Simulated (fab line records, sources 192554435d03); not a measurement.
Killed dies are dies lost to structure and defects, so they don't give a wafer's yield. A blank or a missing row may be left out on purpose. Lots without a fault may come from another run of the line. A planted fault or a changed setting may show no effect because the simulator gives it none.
A struck lot beside a sound one | flow n5_finfet | 15 steps out of a route of 1938
Sound: wafers L470.2, L470.4, L470.5. Struck: wafers L479.3, L479.4, L479.5. The cause comes at the end.
At each step with rows: each side's tool, then ch and its chambers, then its first start. Under that, the readings that differ: sound wafers | struck wafers | difference of the means | sigmas: that difference in standard deviations of wafers without a fault.
alike: readings whose means differ by less than 2 such deviations, and words and numbers that are the same on both sides. not compared: withheld readings, readings that some wafer has no value for, bounds like >300 that may hide the same value, and numbers for which the record gives no deviation and whose values overlap.
The two part at a step that has a row with sigmas, a row that says differs or no value, or rows on one side only. Numbers that don't overlap but have no deviation are shown without sigmas and don't part them. A reading that every wafer of one side lacks parts them only if that side has two wafers or more.

first, 4 steps without rows for these wafers: N5_BEOL_M13_EXPOSE_07 (exposes mask V12); N5_BEOL_M13_PEB_08 (peb time 90 s); N5_BEOL_M13_DEVELOP_09 (develop time 45 s); N5_BEOL_M13_HARDBAKE_14 (time 120 s).
N5_BEOL_M13_CD_MEAS_10: target cd 190 nm.
  sound on cd_sem-03 ch 0, day 13 03:30; struck on cd_sem-01 ch 0, day 14 17:02
  alike: cd_nm
N5_BEOL_M13_OVL_MEAS_11:
  sound on overlay-01 ch 0, day 13 03:32; struck on overlay-01 ch 0, day 14 17:04
  alike: V12_OVL
N5_BEOL_M13_INSPECT_12: inspects for defects (macro).
  sound on defect_inspect-02, day 13 03:33; struck on defect_inspect-01, day 14 17:05
  alike: raw_defect_count
N5_BEOL_M13_DESCUM_15: chemistry O2, time 7.9 s.
  sound on rie_diel-06 ch 0,1,2, day 13 03:41; struck on rie_diel-02 ch 0,1,3, day 14 17:29
  alike: bias_power_w, drypump_motor_current_A, oes_product_au, rf_vpp_V, showerhead_plenum_p_Torr, temp_c, throttle_valve_pct
  not compared: rf_hours_counter_h
N5_BEOL_M13_ETCH_59: etches BARC in N2/H2, target depth 89 nm, overetch 26.7 nm, time 67.9 s.
  sound on rie_diel-06 ch 0,1,2, day 13 03:44; struck on rie_diel-02 ch 0,1,3, day 14 17:32
  alike: drypump_motor_current_A, oes_product_au, rf_vpp_V, showerhead_plenum_p_Torr, throttle_valve_pct
  not compared: rf_hours_counter_h
N5_BEOL_M13_VIA_ETCH_16: etches SiOC in C4F8/O2/Ar, target depth 921.7 nm.
  sound on rie_diel-06 ch 0,1,2, day 13 03:47; struck on rie_diel-02 ch 0,1,3, day 14 17:35
  alike: drypump_motor_current_A, oes_product_au, rf_vpp_V, showerhead_plenum_p_Torr, throttle_valve_pct
N5_BEOL_M13_STRIP_63: strips in N2/H2.
  sound on plasma_asher-01 ch 0,1, day 13 04:01; struck on plasma_asher-02 ch 0,1, day 14 17:53
  alike: chamber_pressure_mTorr, drypump_motor_current_A, heater_power_w, oes_product_au, strip_time_to_endpoint_s, temp_c
  not compared: rf_hours_counter_h
N5_BEOL_M13_STRIP_64: strips in N2/H2.
  sound on plasma_asher-01 ch 0,1, day 13 04:05; struck on plasma_asher-02 ch 0,1, day 14 17:56
  alike: drypump_motor_current_A, h2_flow_sccm, heater_power_w, oes_product_au, strip_time_to_endpoint_s, temp_c
  not compared: rf_hours_counter_h
N5_BEOL_M13_STRIP_71: strips in post etch residue remover, time 60 s.
  sound on wet_bench-06 ch 0,1,4, day 13 04:10; struck on wet_bench-05 ch 4,6,7, day 14 18:01
  no value came back on the struck wafers for run_length_s (s), temp_c (C); on the sound wafers run_length_s (s) reads 67 68 67
then, 2 steps without rows for these wafers: N5_BEOL_M13_SRD_72 (time 30 s, dry time 30 s); N5_PASSIVATION_PROBE_49.

WHERE THEY PART
Only at N5_BEOL_M13_STRIP_71, within this record.

WHY: what the simulator had put in
Skipped step whole: wet_bench-05, from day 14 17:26 on, at N5_BEOL_M13_STRIP_71. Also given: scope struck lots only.
